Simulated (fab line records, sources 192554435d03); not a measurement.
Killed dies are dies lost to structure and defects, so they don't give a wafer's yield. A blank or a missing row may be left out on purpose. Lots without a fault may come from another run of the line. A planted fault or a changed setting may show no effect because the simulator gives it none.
fab line records | flow n5_finfet
record lots=4 wafers=12 last_day=17
route steps=1938 shown BEOL_M0@743 BEOL_M1@751 BEOL_M4@1111
lots that met no fault: from a run of the same line without faults
start_h: hours from the record's first day to the start of the lot's first wafer shown | wait_h: hours since the lot's step before | " the same as in the row above | L1.1+2: a row that stands for several wafers | - no value, or no start given | * or withheld: withheld | < > ~ a bound
route shown NAME@n: a module of which the file shows steps, and the number in the route of the first | usual: mean/standard deviation of fault-free wafers | same: alike in all rows | chamber/n: place in a boat | sites: the reading at each site | _std_site: their standard deviation | _edge_site: outer sites' mean less inner sites' | radius_mm: how far each site lies from the wafer's centre | mask NAME#n: copy n | behind: the tool/chamber that last shaped the wafer | hold: why the lot was held/for how many hours/how that ended | device: the transistor (n, p or np) that didn't switch | end of line: the same wafers' tests at the end of the route | a step without rows: its recipe alone | killed: dies lost to structure and defects at the first sort, not the wafer's yield | map: a wafer's dies, x killed, . not, _ none there
set.NAME: the setting as run; set.NAME@STEP: as run at that earlier step | model.NAME: the simulator's own value behind a step, which no gauge read
lots at some steps of the route; a table a step, a row a wafer
services: from which hour (start_h, from the record's first day; less than 0 if before it) a tool's chamber was out of use, for how many hours, and why
## steps
# step N5_BEOL_M0_CMP_120
# recipe stop_on=SiOC t_overpolish_s=6.9 down_force_psi=1 platen_rpm=50 clearing_platen_down_force_psi=1.5 clearing_platen_rpm=50 post_cmp_clean=cu_alkaline clearing_platen_pad_velocity_m_s=0.99484 pad_velocity_m_s=0.99484
# step N5_BEOL_M0_PRE_CLEAN_131
# recipe gas=NH3/H2 time_s=15 temp_c=* rf_power_w=300
# step N5_BEOL_M0_CO_CAP_123
# recipe material=Co target_thk_a=20 temp_c=200 precursor=CCTBA/H2 pressure_torr=30 time_s=102.1
# step N5_BEOL_M0_PRE_CLEAN_124
# recipe gas=NH3 time_s=15 temp_c=withheld rf_power_w=300
# step N5_BEOL_M0_DEP_125
# recipe material=SiCN target_thk_a=80 temp_c=withheld precursor=3MS/NH3 pressure_torr=3 rf_w=202 time_s=14
# step N5_BEOL_M1_ILD_DEP_00
# recipe material=SiOC target_thk_a=790 temp_c=350 precursor=DEMS/O2 pressure_torr=5 rf_w=500 time_s=15.3
# step N5_BEOL_M1_PECVD_72
# recipe material=SiO2 target_thk_a=160 temp_c=400 precursor=TEOS/O2 pressure_torr=5.5 rf_w=450 teos_flow_sccm=53.8 gas=O2 flow_sccm=3000 time_s=18
# step N5_BEOL_M1_HM_DEP_02
# recipe material=TiN target_thk_a=200 temp_c=25 chamber_pressure_pa=0.49996
# step N5_BEOL_M1_COAT_61
# recipe resist=SOC temp_c=250 time_s=60 spin_rpm=1500 resist_thk_nm=60
# usual dispense_pressure_kPa=46.4/3 heater_power_total_W=500.6/1.7 spin_speed_rpm=1499.9/0.89
# columns lot.wafer tool chamber start_h wait_h dispense_pressure_kPa heater_power_total_W spin_speed_rpm model.SOC_of_BEOL_M1_COAT_61.thk_nm
L634.1 litho_track-02 0 129.68 0.1 45.3 497.8 1499.9 60
L634.2 " 0 " " 45.4 500.7 1500.2 60.2
L634.6 " 0 " " 45.3 501.2 1499.2 60
L646.1 litho_track-02 0 204.40 0.1 45.3 501.7 1541.5 59.6
L646.2 " 0 " " 45.3 502.5 1539.1 59.4
L646.5 " 0 " " 45.4 501.0 1538.7 59.6
L648.1 litho_track-02 0 214.18 0.1 45.3 499.4 1540.6 59.2
L648.2 " 0 " " 45.2 497.6 1540.7 58.8
L648.3 " 0 " " 45.2 498.9 1539.4 59.2
L649.2 litho_track-01 0 222.94 0.1 50.8 502.2 1498.8 60
L649.4 " 0 " " 50.8 497.3 1499.9 60.2
L649.6 " 0 " " 50.8 499.0 1499.4 59.8
# step N5_BEOL_M1_COAT_62
# recipe resist=SiARC temp_c=220 time_s=60 spin_rpm=1500 resist_thk_nm=12
# step N5_BEOL_M1_COAT_73
# recipe resist=underlayer temp_c=205 time_s=60 spin_rpm=1500 resist_thk_nm=5
# step N5_BEOL_M1_COAT_05
# recipe resist=CAR-EUV spin_rpm=1500 resist_thk_nm=30
# step N5_BEOL_M1_EBR_07
# recipe solvent=PGMEA ebr_width_mm=1.5
# step N5_BEOL_M1_SOFTBAKE_06
# recipe temp_c=110 time_s=60 resist=CAR-EUV
# step N5_BEOL_M1_EXPOSE_08
# recipe mask_id=M1 na=0.33 source_shape=dipole sigma_inner=0.369 sigma_outer=0.767 polarization=unpolarized dose_mj=33
# step N5_BEOL_M1_PEB_09
# recipe peb_temp_c=100 peb_time_s=60 resist=CAR-EUV
# step N5_BEOL_M1_DEVELOP_10
# recipe develop_time_s=30 developer=TMAH resist=CAR-EUV rinse_liquid=surfactant_rinse dry=air_spin dev_temp_c=23
# step N5_BEOL_M1_DESCUM_16
# recipe chemistry=O2 time_s=7 source_power_w=50 bias_power_w=20 pressure_mtorr=20 rf_frequency_hz=2.712e+07 temp_c=40 resist=CAR-EUV o2_flow_sccm=225
# step N5_BEOL_M1_ETCH_74
# recipe chemistry=N2/H2 target=underlayer target_depth_a=65 mask_material=CAR-EUV time_s=5.2 ion_energy_ev=200 pressure_mtorr=30 source_w=840 bias_w=150 n2_flow_sccm=200 h2_flow_sccm=200 ends=cleared
# step N5_BEOL_M1_ETCH_63
# recipe chemistry=CF4 target=SiARC target_depth_a=156 mask_material=CAR-EUV time_s=26 ion_energy_ev=80 pressure_mtorr=40 source_w=545 bias_w=36 Ar_flow_sccm=100 cf4_flow_sccm=100 ends=cleared
# step N5_BEOL_M1_ETCH_64
# recipe chemistry=N2/H2 target=SOC target_depth_a=750 overetch_a=150 mask_material=SiARC temp_c=40 time_s=112.5 ion_energy_ev=200 pressure_mtorr=30 source_w=840 bias_w=150 n2_flow_sccm=200 h2_flow_sccm=200
# usual drypump_motor_current_A=5.8/0.76 oes_product_au=0.63/0.054 rf_fwd_power_W=836.3/2.8 rf_vpp_V=523.8/2.3 showerhead_plenum_p_Torr=2.54/0.083 throttle_valve_pct=17.68/0.21
# columns lot.wafer tool chamber start_h wait_h drypump_motor_current_A oes_product_au rf_fwd_power_W rf_hours_counter_h rf_vpp_V showerhead_plenum_p_Torr throttle_valve_pct model.etch.depth_nm
L634.1 rie_diel-01 0 130.29 0.0 5.6 0.64 839.9 107 524.7 2.56 17.75 60.06
L634.2 " 3 " " 6.4 0.71 839.5 27 522.2 2.50 17.69 60.1
L634.6 " 3 " " 6.4 0.70 838.9 - 522.7 2.50 17.69 59.97
L646.1 rie_diel-04 0 205.55 0.0 5.4 0.57 836.9 196 525.3 2.64 17.77 59.54
L646.2 " 1 " " 4.7 0.58 841.7 166 526.0 2.66 17.82 59.43
L646.5 " 2 " " 6.5 0.70 837.5 - 522.9 2.48 17.33 59.53
L648.1 rie_diel-03 2 214.76 0.0 6.6 0.59 836.3 182 520.3 2.42 17.90 59.2
L648.2 " 0 " " 6.4 0.63 838.5 98 525.1 2.56 17.69 58.74
L648.3 " 1 " " 5.3 0.66 833.9 53 525.2 2.58 17.23 59.2
L649.2 rie_diel-01 2 223.80 0.0 5.2 0.57 840.6 176 523.8 2.53 17.58 60.09
L649.4 " 1 " " 4.9 0.55 834.2 209 519.8 2.40 17.90 60.14
L649.6 " 3 " " 6.4 0.68 839.5 - 520.9 2.48 17.71 59.88
# step N5_BEOL_M1_STRIP_65
# recipe chemistry=N2/H2 temp_c=40 n2_flow_sccm=200 h2_flow_sccm=200 rf_frequency_hz=6e+07
# step N5_BEOL_M1_STRIP_75
# recipe chemistry=N2/H2 temp_c=40 n2_flow_sccm=200 h2_flow_sccm=200 rf_frequency_hz=6e+07
# step N5_BEOL_M1_STRIP_66
# recipe chemistry=CF4 resist=SiARC power_w=300 bias_power_w=75 pressure_mtorr=50 cf4_flow_sccm=150 rf_frequency_hz=6e+07
# step N5_BEOL_M1_HM_OPEN_17
# recipe chemistry=Cl2/BCl3 target_depth_a=200 overetch_a=60 target=TiN mask_material=SOC ion_energy_ev=150 pressure_mtorr=10 icp_w=1000 bias_w=126 Cl2_flow_sccm=53.25 bcl3_flow_sccm=21.75 Ar_flow_sccm=25
# usual drypump_motor_current_A=5.5/0.62 oes_product_au=0.70/0.085 rf_fwd_power_W=993/3 throttle_valve_pct=22.05/0.14
# columns lot.wafer tool chamber start_h wait_h drypump_motor_current_A oes_product_au rf_fwd_power_W rf_hours_counter_h throttle_valve_pct model.SOC_of_BEOL_M1_COAT_61.thk_nm
L634.1 rie_metal-01 0 130.46 0.0 4.6 0.80 995 4 21.95 51.6
L634.2 " 1 " " 5.8 0.79 994 2 21.93 52.2
L634.6 " 1 " " 5.9 0.80 994 - 21.90 52
L646.1 rie_metal-02 1 205.72 0.0 6.0 0.61 990 75 22.29 51.4
L646.2 " 0 " " 5.3 0.53 992 118 22.30 51.4
L646.5 " 0 " " 5.3 0.53 991 - 22.26 51.6
L648.1 rie_metal-03 0 214.92 0.0 6.5 0.71 996 18 22.07 51.4
L648.2 " 1 " " 5.7 0.63 990 45 22.06 51
L648.3 " 0 " " 6.4 0.72 995 - 22.08 51.6
L649.2 rie_metal-03 0 223.97 0.0 6.5 0.73 994 18 22.08 52.4
L649.4 " 0 " " 6.5 0.72 990 - 22.06 52.4
L649.6 " 1 " " 5.7 0.64 990 - 22.05 52
# step N5_BEOL_M1_STRIP_19
# recipe chemistry=O2 power_w=400 temp_c=40 pressure_mtorr=30 rf_frequency_hz=6e+07 bias_power_w=0 overash_fraction=0.2 o2_flow_sccm=225
# step N5_BEOL_M4_RC_MEAS_101
# usual DIBL_N=36.3/2 DIBL_P=36.3/2.4 IOFF_N=0.16/0.034 IOFF_P=0.21/0.035 ION_N=672/12 ION_P=459/6.5 SS_N=71.6/0.67 SS_P=73.3/0.71 VT_N=250/3.5 VT_P=-251/3
# columns lot.wafer tool chamber start_h wait_h DIBL_N[mV/V] DIBL_P[mV/V] IOFF_N[nA/um] IOFF_P[nA/um] ION_N[uA/um] ION_P[uA/um] SS_N[mV/dec] SS_P[mV/dec] VT_N[mV] VT_P[mV]
L634.1 prober-01 0 170.75 0.0 36.0 36.4 0.15 0.22 663 464 71.3 73.3 252 -248
L634.2 " 0 " " 38.0 38.6 0.20 0.26 674 460 71.9 73.5 246 -247
L634.6 " 0 " " 36.7 37.0 0.16 0.22 662 457 72.2 73.6 251 -248
L646.1 prober-01 0 261.26 0.0 39.2 41.3 0.21 0.29 671 462 72.9 74.2 249 -248
L646.2 " 0 " " 38.7 40.3 0.22 0.28 682 465 73.0 75.1 249 -242
L646.5 " 0 " " 36.1 38.5 0.17 0.24 670 455 72.0 75.0 253 -247
L648.1 prober-01 0 286.38 0.0 35.8 36.9 0.16 0.23 665 459 71.2 72.6 248 -249
L648.2 " 0 " " 35.9 35.9 0.16 0.22 663 457 72.1 73.2 247 -246
L648.3 " 0 " " 37.4 37.9 0.19 0.26 681 467 72.0 73.2 247 -247
L649.2 prober-02 0 303.11 0.2 36.4 37.4 0.15 0.21 669 465 71.6 72.7 252 -247
L649.4 " 0 " " 33.7 33.8 0.12 0.17 669 471 70.9 71.8 252 -251
L649.6 " 0 " " 36.4 36.4 0.15 0.20 660 458 71.6 73.0 250 -249
## services
# columns tool chamber start_h hours kind
rie_diel-04 2 118.16 - clean
rie_diel-04 2 118.16 - consumable_replace:focus_ring
rie_diel-04 2 118.16 20.2 scheduled_down
rie_diel-04 2 118.16 20.2 vent_cycle
rie_diel-01 1 136.98 6.2 repair
rie_diel-04 3 157.82 7.7 repair
rie_diel-01 3 159.74 5.1 repair
rie_diel-04 0 164.51 10.8 repair
litho_track-01 - 170.04 - consumable_replace:filter
rie_diel-01 0 192.03 15.2 repair
rie_metal-02 - 192.83 2.7 repair
rie_diel-01 3 199.51 13.7 repair
rie_diel-01 1 203.97 4.9 repair
rie_metal-02 - 206.77 2.8 pm
## key
first_sign step=N5_BEOL_M1_COAT_61 reading=spin_speed_rpm direction=up sigmas=45 usual=* struck=*
effect none on later readings
model_effect step=N5_BEOL_M1_COAT_61 value=SOC_of_BEOL_M1_COAT_61.thk_nm without=60.1 struck=59.3
model_effect step=N5_BEOL_M1_ETCH_64 value=etch.depth_nm without=60.06 struck=59.27
model_effect step=N5_BEOL_M1_HM_OPEN_17 value=SOC_of_BEOL_M1_COAT_61.thk_nm without=52.17 struck=51.4
met_at N5_BEOL_M1_COAT_61
struck_wafers L646.1,L646.2,L646.5,L648.1,L648.2,L648.3
onset_between 129.68 204.40
fault kind=process_parameter_drift tool=litho_track-02 chamber=- onset_h=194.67 steps=N5_BEOL_M1_COAT_61 channel=spin_rpm offset=* shape=step end_h=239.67 acts_in=* stated=*
